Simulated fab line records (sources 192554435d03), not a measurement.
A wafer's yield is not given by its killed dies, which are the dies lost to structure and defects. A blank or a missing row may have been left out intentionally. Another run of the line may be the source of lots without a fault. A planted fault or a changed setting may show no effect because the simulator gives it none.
Matching of chambers / flow n5-finfet / N5_BEOL_M3_ETCH_63 on rie-diel-04: 4 sister chambers
The step etches SiARC in CF4, target depth 15.6 nm, time 26 s. 18 wafers are shown with their chamber, then 9 later ones without.

== EACH WAFER AND ITS CHAMBER ==
wafer=L074.4; chamber=3; drypump-motor-current-A (A)=6.1; throttle-valve-pct (%)=15.62; showerhead-plenum-p-Torr (Torr)=2.07
wafer=L074.5; chamber=0; drypump-motor-current-A (A)=5.1; throttle-valve-pct (%)=15.50; showerhead-plenum-p-Torr (Torr)=2.04
wafer=L074.6; chamber=3; drypump-motor-current-A (A)=6.1; throttle-valve-pct (%)=15.64; showerhead-plenum-p-Torr (Torr)=2.07
wafer=L075.2; chamber=1; drypump-motor-current-A (A)=5.0; throttle-valve-pct (%)=15.60; showerhead-plenum-p-Torr (Torr)=2.06
wafer=L075.3; chamber=2; drypump-motor-current-A (A)=6.3; throttle-valve-pct (%)=15.90; showerhead-plenum-p-Torr (Torr)=2.12
wafer=L075.4; chamber=0; drypump-motor-current-A (A)=5.1; throttle-valve-pct (%)=15.53; showerhead-plenum-p-Torr (Torr)=2.04
wafer=L077.2; chamber=0; drypump-motor-current-A (A)=5.1; throttle-valve-pct (%)=15.52; showerhead-plenum-p-Torr (Torr)=2.04
wafer=L077.4; chamber=1; drypump-motor-current-A (A)=5.0; throttle-valve-pct (%)=15.60; showerhead-plenum-p-Torr (Torr)=2.06
wafer=L077.5; chamber=1; drypump-motor-current-A (A)=5.0; throttle-valve-pct (%)=15.59; showerhead-plenum-p-Torr (Torr)=2.06
wafer=L082.1; chamber=2; drypump-motor-current-A (A)=6.3; throttle-valve-pct (%)=15.93; showerhead-plenum-p-Torr (Torr)=2.11
wafer=L082.4; chamber=1; drypump-motor-current-A (A)=5.0; throttle-valve-pct (%)=15.64; showerhead-plenum-p-Torr (Torr)=2.05
wafer=L082.6; chamber=2; drypump-motor-current-A (A)=6.3; throttle-valve-pct (%)=15.92; showerhead-plenum-p-Torr (Torr)=2.11
wafer=L085.2; chamber=1; drypump-motor-current-A (A)=5.0; throttle-valve-pct (%)=15.64; showerhead-plenum-p-Torr (Torr)=2.05
wafer=L085.5; chamber=0; drypump-motor-current-A (A)=5.1; throttle-valve-pct (%)=15.57; showerhead-plenum-p-Torr (Torr)=2.03
wafer=L085.6; chamber=3; drypump-motor-current-A (A)=6.0; throttle-valve-pct (%)=15.66; showerhead-plenum-p-Torr (Torr)=2.06
wafer=L086.1; chamber=3; drypump-motor-current-A (A)=6.1; throttle-valve-pct (%)=15.68; showerhead-plenum-p-Torr (Torr)=2.06
wafer=L086.3; chamber=0; drypump-motor-current-A (A)=5.1; throttle-valve-pct (%)=15.57; showerhead-plenum-p-Torr (Torr)=2.03
wafer=L086.4; chamber=1; drypump-motor-current-A (A)=5.0; throttle-valve-pct (%)=15.66; showerhead-plenum-p-Torr (Torr)=2.05

SIGNATURES (means of the wafers above)
reading=drypump-motor-current-A; chamber 0=5.100; chamber 1=5.000; chamber 2=6.300; chamber 3=6.075; scatter within a chamber=0.0231
reading=throttle-valve-pct; chamber 0=15.5380; chamber 1=15.6217; chamber 2=15.9167; chamber 3=15.6500; scatter within a chamber=0.0273
reading=showerhead-plenum-p-Torr; chamber 0=2.0360; chamber 1=2.0550; chamber 2=2.1133; chamber 3=2.0650; scatter within a chamber=0.00558
Rule: distance of a wafer from a chamber = root of the sum over the readings of ((wafer's reading minus chamber's mean) / reading's scatter) squared. The wafer belongs to the nearest chamber; if the next one is less than 2 further off, it can't be placed. The scatter is the square root of a quotient: the sum, over the shown wafers, of each reading's squared deviation from its chamber's mean, divided by wafers minus chambers.

== WAFERS WITH NO CHAMBER GIVEN ==
wafer=L088.3; drypump-motor-current-A (A)=6.1; throttle-valve-pct (%)=15.68; showerhead-plenum-p-Torr (Torr)=2.06
wafer=L088.5; drypump-motor-current-A (A)=5.1; throttle-valve-pct (%)=15.58; showerhead-plenum-p-Torr (Torr)=2.03
wafer=L088.6; drypump-motor-current-A (A)=5.0; throttle-valve-pct (%)=15.63; showerhead-plenum-p-Torr (Torr)=2.05
wafer=L090.3; drypump-motor-current-A (A)=6.1; throttle-valve-pct (%)=15.68; showerhead-plenum-p-Torr (Torr)=2.06
wafer=L090.5; drypump-motor-current-A (A)=6.1; throttle-valve-pct (%)=15.69; showerhead-plenum-p-Torr (Torr)=2.06
wafer=L090.6; drypump-motor-current-A (A)=6.3; throttle-valve-pct (%)=15.96; showerhead-plenum-p-Torr (Torr)=2.11
wafer=L095.1; drypump-motor-current-A (A)=5.0; throttle-valve-pct (%)=15.67; showerhead-plenum-p-Torr (Torr)=2.04
wafer=L095.5; drypump-motor-current-A (A)=6.3; throttle-valve-pct (%)=15.96; showerhead-plenum-p-Torr (Torr)=2.11
wafer=L095.6; drypump-motor-current-A (A)=6.0; throttle-valve-pct (%)=15.71; showerhead-plenum-p-Torr (Torr)=2.06

== WHICH CHAMBER EACH ONE RAN IN ==
wafer=L088.3; from the rows above=3; in truth=3
wafer=L088.5; from the rows above=0; in truth=0
wafer=L088.6; from the rows above=1; in truth=1
wafer=L090.3; from the rows above=3; in truth=3
wafer=L090.5; from the rows above=3; in truth=3
wafer=L090.6; from the rows above=2; in truth=2
wafer=L095.1; from the rows above=1; in truth=1
wafer=L095.5; from the rows above=2; in truth=2
wafer=L095.6; from the rows above=3; in truth=3
9 of 9 placed correctly. From these rows, 0 cannot be placed. Number placed wrongly: 0.
